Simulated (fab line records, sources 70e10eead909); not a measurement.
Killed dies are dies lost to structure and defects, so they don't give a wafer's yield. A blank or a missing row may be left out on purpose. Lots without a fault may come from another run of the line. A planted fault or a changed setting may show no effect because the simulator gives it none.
Tool commonality check | flow nand_harc | 13 lots, 39 wafers sampled

WHY IT WAS OPENED
At NHARC_A_ONON_D1_THK_MEAS_30 the reading thk_nm is flagged on 2 of 13 lots. Wafers without a fault read 1000 nm, standard deviation 12.
Rule: a lot is flagged when every wafer of it that has a number lies more than 4 standard deviations from that mean, or none has a number. The other lots count as sound.

lot  | measured     | on            | thk_nm (nm), wafer by wafer | flag
L342 | day 7 14:16  | film_metro-01 | 982 984 984                 |
L344 | day 8 02:27  | film_metro-01 | 1014 1013 1013              |
L345 | day 8 20:12  | film_metro-02 | 998 998 998                 |
L346 | day 8 20:13  | film_metro-01 | 1013 1011 1011              |
L347 | day 9 08:25  | film_metro-01 | 992 990 992                 |
L348 | day 9 14:28  | film_metro-01 | 975 975 975                 |
L351 | day 10 03:49 | film_metro-02 | 990 990 991                 |
L352 | day 10 09:43 | film_metro-02 | 998 1000 997                |
L356 | day 11 07:32 | film_metro-01 | 785 785 784                 | FLAGGED
L357 | day 11 17:04 | film_metro-02 | 773 775 772                 | FLAGGED
L361 | day 12 13:18 | film_metro-01 | 1007 1007 1007              |
L365 | day 13 08:12 | film_metro-01 | 1020 1021 1020              |
L363 | day 13 08:13 | film_metro-02 | 1000 1001 1003              |
The numbers of the flagged lots are 779 nm on average: -221 nm against the usual, or -18 standard deviations.

WHICH TOOL RAN EACH LOT
The record holds 1 process step before the reading, out of a route of 1159 steps. In each cell: the tool, then ch and the chambers that the sampled wafers went through, then the start.
lot  | flag    | NHARC_A_ONON_D1_DEP_28
L342 |         | pecvd_onon-04 ch 0, day 7 13:45
L344 |         | pecvd_onon-01 ch 0, day 8 01:56
L345 |         | pecvd_onon-03 ch 0, day 8 19:41
L346 |         | pecvd_onon-04 ch 0, day 8 19:43
L347 |         | pecvd_onon-03 ch 0, day 9 07:54
L348 |         | pecvd_onon-04 ch 0, day 9 13:57
L351 |         | pecvd_onon-01 ch 0, day 10 03:19
L352 |         | pecvd_onon-01 ch 0, day 10 09:19
L356 | FLAGGED | pecvd_onon-01 ch 0, day 11 07:05
L357 | FLAGGED | pecvd_onon-01 ch 0, day 11 16:44
L361 |         | pecvd_onon-03 ch 0, day 12 12:47
L365 |         | pecvd_onon-04 ch 0, day 13 07:41
L363 |         | pecvd_onon-03 ch 0, day 13 07:42
What these steps do:
- NHARC_A_ONON_D1_DEP_28: target thk 1000 nm.
- NHARC_A_ONON_D1_THK_MEAS_30: measures by ellipsometry.

FLAGGED OVER TOTAL, TOOL BY TOOL (the gauges that took the reading come last)
step                        | tool          | lots run | flagged | share of the flagged lots | sound lots run after its first flagged lot
NHARC_A_ONON_D1_DEP_28      | pecvd_onon-01 | 5        | 2       | all                       | 0
NHARC_A_ONON_D1_DEP_28      | pecvd_onon-03 | 4        | 0       | none                      | -
NHARC_A_ONON_D1_DEP_28      | pecvd_onon-04 | 4        | 0       | none                      | -
NHARC_A_ONON_D1_THK_MEAS_30 | film_metro-01 | 8        | 1       | some                      | 2 (L361,L365)
NHARC_A_ONON_D1_THK_MEAS_30 | film_metro-02 | 5        | 1       | some                      | 1 (L363)

WHAT THE TABLE ALLOWS
1 row of the table ran every flagged lot: pecvd_onon-01 at NHARC_A_ONON_D1_DEP_28.
- pecvd_onon-01 at NHARC_A_ONON_D1_DEP_28: 2 of its 5 lots flagged. Its last sound lot is L352 (day 10 09:19), its first flagged lot L356 (day 11 07:05): a fault that began between those two fits.
One tool is left: pecvd_onon-01 at NHARC_A_ONON_D1_DEP_28.

WHAT THE SIMULATOR HAD PUT IN
Process parameter drift: pecvd_onon-01, from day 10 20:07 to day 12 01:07, at NHARC_A_ONON_D1_DEP_28. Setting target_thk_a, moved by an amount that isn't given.
Lots struck among those shown: L356, L357. The rule above found the same.
